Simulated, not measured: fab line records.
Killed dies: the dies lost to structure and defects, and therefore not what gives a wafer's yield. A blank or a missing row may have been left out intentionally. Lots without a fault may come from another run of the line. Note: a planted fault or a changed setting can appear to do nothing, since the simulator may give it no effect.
fab line records + flow n5-finfet
[record]
- lots = 10
- wafers = 29
- last-day = 17
route steps=1938 shown GATE_CUT@466 BEOL_M4@1111
lots untouched by any fault: they come from a run of this same line in which no faults occurred
start-h: start of the lot's first displayed wafer, in hours after the record's first day + wait-h: hours from the lot's prior step to this one + " repeats the value in the row above + L1.1+2: a single row standing in for several wafers + - no value present, or no start provided + * or withheld: withheld + < > ~ a bound
route shown NAME@n: a module of which the file shows steps, and the number in the route of the first + usual: mean/standard deviation taken from wafers without a fault + same: alike in all rows + chamber/n: place in a boat + sites: each site's reading + _std_site: the standard deviation of these + _edge_site: inner sites' mean taken away from outer sites' mean + radius-mm: how far each site lies from the wafer's centre + mask NAME#n: copy n + behind: the last tool/chamber to shape the wafer + hold: why the lot was held/for how many hours/how that ended + device: the transistor (n, p or np) that didn't switch + end of line: tests run on the same wafers once the route is complete + a step with no rows: only its recipe + killed: at the first sort, the dies lost to defects and structure; wafer yield is something else + map: a wafer's dies, marking killed ones x, the rest . and places with no die _
set.NAME: the setting as run; set.NAME@STEP: as run at that earlier step + model.NAME: the simulator's own value behind a step, which no gauge read
steps of the route over a sample of lots; a table a step, a row a wafer
services: the hour from which a tool's chamber was out of use, counted from the record's first day as start-h (under 0 if before that day), plus the number of hours and why
[[steps]]
[step N5_GATE_CUT_ETCH_56]
[recipe]
- chemistry = Cl2/Ar
- target = TiN
- target-depth-a = 216
- pressure-mtorr = 10
- icp-w = 600
- bias-w = 60
- Cl2_flow_sccm = 40
- Ar_flow_sccm = 60
[usual]
- drypump-motor-current-A = 5.48/0.18
- oes-product-au = 0.75/0.11
- throttle-valve-pct = 20.91/0.13
| lot.wafer | tool         | chamber | start-h | wait-h | drypump-motor-current-A | oes-product-au | rf-hours-counter-h | throttle-valve-pct |
|-----------|--------------|---------|---------|--------|-------------------------|----------------|--------------------|--------------------|
| L672.1    | rie-metal-03 | 1       | 96.55   | 0.1    | 5.40                    | 0.60           | 134                | 20.88              |
| L672.2    | "            | 0       | "       | "      | 5.37                    | 0.73           | 57                 | 21.06              |
| L672.4    | "            | 1       | "       | "      | 5.41                    | 0.60           | -                  | 20.89              |
| L676.5    | rie-metal-01 | 0       | 119.78  | 0.1    | 5.42                    | 0.86           | -                  | 20.94              |
| L676.6    | "            | 1       | "       | "      | 5.42                    | 0.71           | -                  | 20.85              |
| L678.2    | rie-metal-01 | 0       | 130.86  | 0.1    | 5.42                    | 0.86           | 21                 | 20.94              |
| L678.5    | "            | 1       | "       | "      | 5.42                    | 0.71           | -                  | 20.85              |
| L678.6    | "            | 0       | "       | "      | 5.42                    | 0.86           | -                  | 20.94              |
| L685.1    | rie-metal-02 | 0       | 172.77  | 0.1    | 5.29                    | 0.62           | 134                | 20.74              |
| L685.3    | "            | 1       | "       | "      | 5.79                    | 0.83           | -                  | 21.00              |
| L685.6    | "            | 0       | "       | "      | 5.30                    | 0.61           | -                  | 20.75              |
| L686.1    | rie-metal-02 | 1       | 182.37  | 0.1    | 5.77                    | 0.82           | 29                 | 21.00              |
| L686.3    | "            | 0       | "       | "      | 5.28                    | 0.61           | -                  | 20.74              |
| L686.5    | "            | 1       | "       | "      | 5.79                    | 0.82           | -                  | 21.03              |
| L688.1    | rie-metal-01 | 0       | 191.99  | 0.1    | 5.42                    | 0.84           | 26                 | 20.96              |
| L688.2    | "            | 1       | "       | "      | 5.43                    | 0.70           | 77                 | 20.87              |
| L688.3    | "            | 0       | "       | "      | 5.42                    | 0.84           | -                  | 20.96              |
| L689.1    | rie-metal-03 | 0       | 194.96  | 0.1    | 5.36                    | 0.70           | 66                 | 21.08              |
| L689.2    | "            | 1       | "       | "      | 5.42                    | 0.95           | 4                  | 20.65              |
| L689.4    | "            | 0       | "       | "      | 5.38                    | 0.72           | -                  | 21.08              |
| L691.1    | rie-metal-02 | 1       | 205.30  | 0.2    | 5.78                    | 0.82           | 32                 | 21.02              |
| L691.4    | "            | 1       | "       | "      | 5.75                    | 0.82           | -                  | 21.01              |
| L691.6    | "            | 1       | "       | "      | 5.78                    | 0.82           | -                  | 21.02              |
| L692.2    | rie-metal-03 | 0       | 215.08  | 0.1    | 5.37                    | 0.71           | 69                 | 21.08              |
| L692.4    | "            | 1       | "       | "      | 5.44                    | 0.94           | -                  | 20.64              |
| L692.6    | "            | 0       | "       | "      | 5.35                    | 0.72           | -                  | 21.08              |
| L693.3    | rie-metal-03 | 1       | 218.73  | 0.1    | 5.42                    | 0.93           | -                  | 20.68              |
| L693.4    | "            | 0       | "       | "      | 5.35                    | 0.70           | -                  | 21.09              |
| L693.5    | "            | 1       | "       | "      | 5.41                    | 0.94           | -                  | 20.64              |
[step N5_GATE_CUT_CMP_02]
[recipe]
- stop-on = SiO2
- t-overpolish-s = 12.7
- post-cmp-clean = alkaline-brush
- down-force-psi = 2.5
- platen-rpm = 51.8
- pad-velocity-m-s = 1.0307
- target-thk-nm = 0
[usual]
- motor-current-A = 9.0/0.86
- overpolish-run-s = 12.700/0.0099
- slurry-filter-dp-kPa = 13.49/0.14
- time-to-endpoint-s = 26.2/1.8
| lot.wafer | tool   | chamber | start-h | wait-h | motor-current-A | overpolish-run-s | slurry-filter-dp-kPa | time-to-endpoint-s |
|-----------|--------|---------|---------|--------|-----------------|------------------|----------------------|--------------------|
| L672.2    | cmp-02 | 0       | 100.01  | 0.1    | 8.9             | 12.709           | 13.57                | 24.2               |
| L672.1    | "      | 2       | "       | "      | 8.6             | 12.700           | 13.48                | 25.5               |
| L672.4    | "      | 3       | "       | "      | 9.7             | 12.686           | 13.65                | 25.3               |
| L676.5    | cmp-02 | 3       | 122.88  | 0.2    | 10.3            | 12.725           | 13.41                | 27.8               |
| L676.6    | "      | 0       | "       | "      | 8.6             | 12.689           | 13.42                | 28.7               |
| L678.2    | cmp-02 | 3       | 133.66  | 0.1    | 9.8             | 12.694           | 13.63                | 28.4               |
| L678.6    | "      | 2       | "       | "      | 8.6             | 12.695           | 13.54                | 26.7               |
| L678.5    | "      | 3       | "       | "      | 9.6             | 12.709           | 13.58                | 26.3               |
| L685.1    | cmp-04 | 0       | 175.57  | 0.1    | 8.3             | 12.689           | 13.38                | 25.9               |
| L685.3    | "      | 1       | "       | "      | 7.4             | 12.699           | 13.54                | 23.3               |
| L685.6    | "      | 0       | "       | "      | 8.6             | 12.700           | 13.29                | 29.6               |
| L686.3    | cmp-02 | 0       | 186.89  | 0.1    | 8.8             | 12.705           | 13.53                | 26.7               |
| L686.1    | "      | 3       | "       | "      | 10.3            | 12.699           | 13.62                | 26.5               |
| L686.5    | "      | 1       | "       | "      | 9.6             | 12.712           | 13.69                | 24.9               |
| L688.1    | cmp-04 | 1       | 194.98  | 0.3    | 7.9             | 12.697           | 13.53                | 27.0               |
| L688.2    | "      | 2       | "       | "      | 10.8            | 12.714           | 13.35                | 26.7               |
| L688.3    | "      | 3       | "       | "      | 8.4             | 12.698           | 13.35                | 29.0               |
| L689.1    | cmp-04 | 0       | 197.72  | 0.1    | 8.4             | 12.709           | 13.30                | 27.7               |
| L689.2    | "      | 1       | "       | "      | 7.6             | 12.687           | 13.66                | 24.4               |
| L689.4    | "      | 3       | "       | "      | 8.4             | 12.705           | 13.58                | 24.3               |
| L691.1    | cmp-02 | 1       | 208.21  | 0.1    | 10.1            | 12.696           | 13.63                | 22.5               |
| L691.4    | "      | 3       | "       | "      | 10.0            | 12.699           | 13.58                | 24.2               |
| L691.6    | "      | 2       | "       | "      | 8.5             | 12.692           | 13.40                | 22.6               |
| L692.2    | cmp-02 | 3       | 217.87  | 0.1    | 10.1            | 12.712           | 13.70                | 23.8               |
| L692.4    | "      | 1       | "       | "      | 9.5             | 12.689           | 13.65                | 26.7               |
| L692.6    | "      | 3       | "       | "      | 9.2             | 12.702           | 13.32                | 24.6               |
| L693.3    | cmp-03 | 3       | 221.45  | 0.1    | 9.0             | 12.689           | 13.54                | 26.0               |
| L693.4    | "      | 2       | "       | "      | 9.8             | 12.687           | 13.37                | 31.3               |
| L693.5    | "      | 3       | "       | "      | 9.4             | 12.707           | 13.62                | 30.0               |
[step N5_GATE_CUT_COAT_27]
[recipe]
- resist = underlayer
- temp-c = 205
- time-s = 60
- spin-rpm = 1500
- resist-thk-nm = 10
[usual]
- spin-speed-rpm = 1499.9/0.88
| lot.wafer | tool           | chamber | start-h | wait-h | spin-speed-rpm |
|-----------|----------------|---------|---------|--------|----------------|
| L672.1    | litho-track-03 | 0       | 100.41  | -      | 1499.8         |
| L672.2    | "              | 0       | "       | "      | 1499.5         |
| L672.4    | "              | 0       | "       | "      | 1500.6         |
| L676.5    | litho-track-05 | 0       | 123.14  | -      | 1465.0         |
| L676.6    | "              | 0       | "       | "      | 1463.6         |
| L678.2    | litho-track-05 | 0       | 134.02  | -      | 1464.3         |
| L678.5    | "              | 0       | "       | "      | 1463.9         |
| L678.6    | "              | 0       | "       | "      | 1464.0         |
| L685.1    | litho-track-01 | 0       | 175.93  | -      | 1499.8         |
| L685.3    | "              | 0       | "       | "      | 1500.4         |
| L685.6    | "              | 0       | "       | "      | 1499.9         |
| L686.1    | litho-track-01 | 0       | 187.29  | -      | 1500.0         |
| L686.3    | "              | 0       | "       | "      | 1500.7         |
| L686.5    | "              | 0       | "       | "      | 1501.0         |
| L688.1    | litho-track-05 | 0       | 195.34  | -      | 1501.1         |
| L688.2    | "              | 0       | "       | "      | 1500.7         |
| L688.3    | "              | 0       | "       | "      | 1500.8         |
| L689.1    | litho-track-01 | 0       | 198.13  | -      | 1499.0         |
| L689.2    | "              | 0       | "       | "      | 1499.5         |
| L689.4    | "              | 0       | "       | "      | 1499.1         |
| L691.1    | litho-track-01 | 0       | 208.61  | -      | 1500.7         |
| L691.4    | "              | 0       | "       | "      | 1500.6         |
| L691.6    | "              | 0       | "       | "      | 1501.6         |
| L692.2    | litho-track-05 | 0       | 218.24  | -      | 1500.3         |
| L692.4    | "              | 0       | "       | "      | 1499.9         |
| L692.6    | "              | 0       | "       | "      | 1500.6         |
| L693.3    | litho-track-01 | 0       | 221.88  | -      | 1500.2         |
| L693.4    | "              | 0       | "       | "      | 1499.3         |
| L693.5    | "              | 0       | "       | "      | 1498.6         |
[step N5_GATE_CUT_OVL_MEAS_14]
[recipe]
- points-per-wafer = 522
[usual]
- GATE_CUT_OVL = 0.1/0.7
| lot.wafer | tool       | chamber | start-h | wait-h | GATE_CUT_OVL[nm] |
|-----------|------------|---------|---------|--------|------------------|
| L672.1    | overlay-01 | 0       | 100.71  | 0.0    | 0.2              |
| L672.2    | "          | 0       | "       | "      | 1.7              |
| L672.4    | "          | 0       | "       | "      | 0.2              |
| L676.5    | overlay-02 | 0       | 123.46  | 0.0    | -0.6             |
| L676.6    | "          | 0       | "       | "      | -1.2             |
| L678.2    | overlay-01 | 0       | 134.45  | 0.0    | -0.8             |
| L678.5    | "          | 0       | "       | "      | -1.4             |
| L678.6    | "          | 0       | "       | "      | -1.6             |
| L685.1    | overlay-01 | 0       | 176.23  | 0.0    | 0.6              |
| L685.3    | "          | 0       | "       | "      | -0.2             |
| L685.6    | "          | 0       | "       | "      | 1.0              |
| L686.1    | overlay-02 | 0       | 187.58  | 0.0    | 0.1              |
| L686.3    | "          | 0       | "       | "      | 0.4              |
| L686.5    | "          | 0       | "       | "      | 0.4              |
| L688.1    | overlay-02 | 0       | 195.76  | 0.0    | -0.1             |
| L688.2    | "          | 0       | "       | "      | -0.4             |
| L688.3    | "          | 0       | "       | "      | -0.4             |
| L689.1    | overlay-02 | 0       | 198.55  | 0.0    | 0.2              |
| L689.2    | "          | 0       | "       | "      | 1.4              |
| L689.4    | "          | 0       | "       | "      | 1.1              |
| L691.1    | overlay-01 | 0       | 209.03  | 0.0    | 0.1              |
| L691.4    | "          | 0       | "       | "      | 0.0              |
| L691.6    | "          | 0       | "       | "      | 1.7              |
| L692.2    | overlay-01 | 0       | 218.70  | 0.0    | 1.1              |
| L692.4    | "          | 0       | "       | "      | 0.6              |
| L692.6    | "          | 0       | "       | "      | 0.8              |
| L693.3    | overlay-01 | 0       | 222.18  | 0.0    | 0.5              |
| L693.4    | "          | 0       | "       | "      | 0.6              |
| L693.5    | "          | 0       | "       | "      | 0.4              |
[step N5_BEOL_M4_RC_MEAS_101]
[usual]
- DIBL_N = 36.4/1.5
- DIBL_P = 36.6/1.9
- IOFF_N = 0.155/0.021
- IOFF_P = 0.211/0.028
- ION_N = 671/8.6
- ION_P = 462/5.8
- SS_N = 71.5/0.5
- SS_P = 73.4/0.58
- VT_N = 250.1/2.4
- VT_P = -250.1/3
| lot.wafer | tool      | chamber | start-h | wait-h | DIBL_N[mV/V] | DIBL_P[mV/V] | IOFF_N[nA/um] | IOFF_P[nA/um] | ION_N[uA/um] | ION_P[uA/um] | SS_N[mV/dec] | SS_P[mV/dec] | VT_N[mV] | VT_P[mV] |
|-----------|-----------|---------|---------|--------|--------------|--------------|---------------|---------------|--------------|--------------|--------------|--------------|----------|----------|
| L672.1    | prober-01 | 0       | 178.75  | 0.0    | 36.4         | 37.3         | 0.155         | 0.241         | 671          | 472          | 71.1         | 73.9         | 248.2    | -247.0   |
| L672.2    | "         | 0       | "       | "      | 36.8         | 37.6         | 0.159         | 0.256         | 664          | 466          | 70.7         | 73.5         | 248.4    | -247.3   |
| L672.4    | "         | 0       | "       | "      | 36.8         | 38.0         | 0.158         | 0.251         | 675          | 469          | 71.4         | 74.1         | 250.2    | -246.1   |
| L676.5    | prober-02 | 0       | 208.32  | 0.6    | 34.8         | 33.9         | 0.126         | 0.179         | 664          | 459          | 71.2         | 72.0         | 250.4    | -253.1   |
| L676.6    | "         | 0       | "       | "      | 36.1         | 36.1         | 0.144         | 0.205         | 669          | 462          | 71.3         | 73.7         | 252.1    | -252.4   |
| L678.2    | prober-01 | 0       | 214.80  | 0.2    | 35.8         | 36.1         | 0.159         | 0.205         | 677          | 461          | 71.3         | 73.3         | 249.3    | -251.5   |
| L678.5    | "         | 0       | "       | "      | 37.2         | 38.0         | 0.187         | 0.236         | 683          | 462          | 71.7         | 73.5         | 245.6    | -248.7   |
| L678.6    | "         | 0       | "       | "      | 34.7         | 35.6         | 0.134         | 0.195         | 658          | 456          | 70.5         | 73.3         | 251.4    | -252.2   |
| L685.1    | prober-02 | 0       | 253.13  | 0.0    | 36.7         | 36.3         | 0.153         | 0.211         | 667          | 461          | 71.8         | 73.5         | 250.2    | -251.3   |
| L685.3    | "         | 0       | "       | "      | 37.1         | 36.5         | 0.157         | 0.212         | 678          | 467          | 71.4         | 73.0         | 248.7    | -250.3   |
| L685.6    | "         | 0       | "       | "      | 37.5         | 38.4         | 0.169         | 0.252         | 690          | 474          | 71.5         | 74.4         | 245.7    | -248.6   |
| L686.1    | prober-01 | 0       | 273.76  | 0.0    | 37.7         | 37.4         | 0.158         | 0.238         | 669          | 463          | 72.0         | 73.7         | 249.9    | -249.9   |
| L686.3    | "         | 0       | "       | "      | 37.2         | 37.2         | 0.149         | 0.240         | 665          | 462          | 71.5         | 73.4         | 249.9    | -250.2   |
| L686.5    | "         | 0       | "       | "      | 38.2         | 38.3         | 0.169         | 0.260         | 671          | 471          | 71.9         | 73.4         | 249.4    | -246.3   |
| L688.1    | prober-02 | 0       | 277.96  | 0.0    | 36.0         | 38.0         | 0.171         | 0.222         | 670          | 463          | 71.5         | 73.3         | 250.0    | -248.7   |
| L688.2    | "         | 0       | "       | "      | 34.9         | 37.0         | 0.152         | 0.204         | 670          | 466          | 71.0         | 72.7         | 250.4    | -249.4   |
| L688.3    | "         | 0       | "       | "      | 35.9         | 38.0         | 0.169         | 0.232         | 677          | 467          | 71.0         | 73.0         | 249.7    | -247.9   |
| L689.1    | prober-01 | 0       | 280.43  | 0.0    | 36.9         | 37.3         | 0.160         | 0.221         | 665          | 459          | 71.8         | 73.4         | 252.5    | -247.9   |
| L689.2    | "         | 0       | "       | "      | 37.9         | 38.5         | 0.186         | 0.218         | 686          | 461          | 71.9         | 73.7         | 247.3    | -250.5   |
| L689.4    | "         | 0       | "       | "      | 37.3         | 37.8         | 0.171         | 0.209         | 677          | 460          | 71.3         | 73.5         | 247.6    | -250.5   |
| L692.2    | prober-01 | 0       | 297.41  | 0.2    | 32.6         | 33.7         | 0.128         | 0.168         | 670          | 469          | 71.4         | 72.8         | 252.5    | -250.6   |
| L692.4    | "         | 0       | "       | "      | 34.9         | 35.5         | 0.152         | 0.209         | 677          | 471          | 71.3         | 73.7         | 249.9    | -246.6   |
| L692.6    | "         | 0       | "       | "      | 34.2         | 34.8         | 0.143         | 0.188         | 679          | 467          | 71.7         | 73.1         | 251.6    | -253.1   |
| L691.1    | prober-01 | 0       | 303.81  | 0.0    | 39.8         | 41.7         | 0.233         | 0.282         | 702          | 480          | 72.2         | 74.6         | 243.9    | -246.3   |
| L691.4    | "         | 0       | "       | "      | 39.0         | 41.0         | 0.208         | 0.272         | 686          | 467          | 72.0         | 74.7         | 247.7    | -247.1   |
| L691.6    | "         | 0       | "       | "      | 38.5         | 39.3         | 0.171         | 0.232         | 672          | 463          | 71.9         | 73.8         | 251.6    | -249.3   |
| L693.3    | prober-02 | 0       | 308.56  | 0.3    | 37.5         | 37.3         | 0.160         | 0.168         | 675          | 452          | 72.1         | 73.6         | 248.8    | -257.4   |
| L693.4    | "         | 0       | "       | "      | 36.8         | 37.3         | 0.155         | 0.173         | 675          | 458          | 70.9         | 73.6         | 248.2    | -256.5   |
| L693.5    | "         | 0       | "       | "      | 38.2         | 38.1         | 0.175         | 0.183         | 691          | 461          | 71.8         | 73.1         | 247.3    | -256.1   |
[[services]]
| tool           | chamber | start-h | hours | kind                           |
|----------------|---------|---------|-------|--------------------------------|
| cmp-03         | -       | 78.90   | 0.4   | repair                         |
| cmp-03         | -       | 80.51   | 8.9   | pm                             |
| litho-track-03 | -       | 90.59   | -     | consumable-replace:filter      |
| cmp-03         | -       | 98.57   | 2.3   | repair                         |
| cmp-04         | -       | 103.67  | 1.1   | repair                         |
| rie-metal-01   | -       | 110.84  | 0.2   | repair                         |
| cmp-04         | -       | 111.69  | 1.2   | repair                         |
| cmp-02         | -       | 113.67  | 4.0   | pm                             |
| cmp-02         | -       | 117.67  | -     | consumable-replace:conditioner |
| cmp-02         | -       | 117.67  | -     | consumable-replace:pad         |
| cmp-02         | -       | 118.87  | 0.6   | repair                         |
| rie-metal-02   | -       | 133.58  | 2.8   | pm                             |
| rie-metal-03   | 1       | 147.43  | -     | clean                          |
| rie-metal-03   | 1       | 147.43  | 15.2  | scheduled-down                 |
| rie-metal-03   | 1       | 147.43  | 15.2  | vent-cycle                     |
| cmp-03         | -       | 183.79  | 20.6  | pm                             |
| rie-metal-02   | 0       | 192.93  | -     | clean                          |
| rie-metal-02   | 0       | 192.93  | 18.3  | scheduled-down                 |
| rie-metal-02   | 0       | 192.93  | 18.3  | vent-cycle                     |
| cmp-02         | -       | 195.41  | 0.5   | repair                         |
| rie-metal-03   | -       | 198.00  | 1.4   | pm                             |
| cmp-03         | -       | 204.75  | 0.8   | repair                         |
| cmp-04         | -       | 217.47  | 0.5   | repair                         |
[[key]]
[first-sign]
- step = N5_GATE_CUT_COAT_27
- reading = spin-speed-rpm
- direction = down
- sigmas = 41
- usual = *
- struck = *
effect none on later readings
met-at N5_GATE_CUT_COAT_27
struck-lots L676,L678
not-acting-at N5_GATE_CUT_ETCH_56,N5_GATE_CUT_CMP_02,N5_GATE_CUT_OVL_MEAS_14
[fault]
- kind = process-parameter-drift
- tool = litho-track-05
- chamber = -
- onset-h = 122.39
- steps = N5_GATE_CUT_COAT_27
- channel = spin-rpm
- offset = *
- shape = step
- end-h = 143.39
- acts-in = *
- stated = *
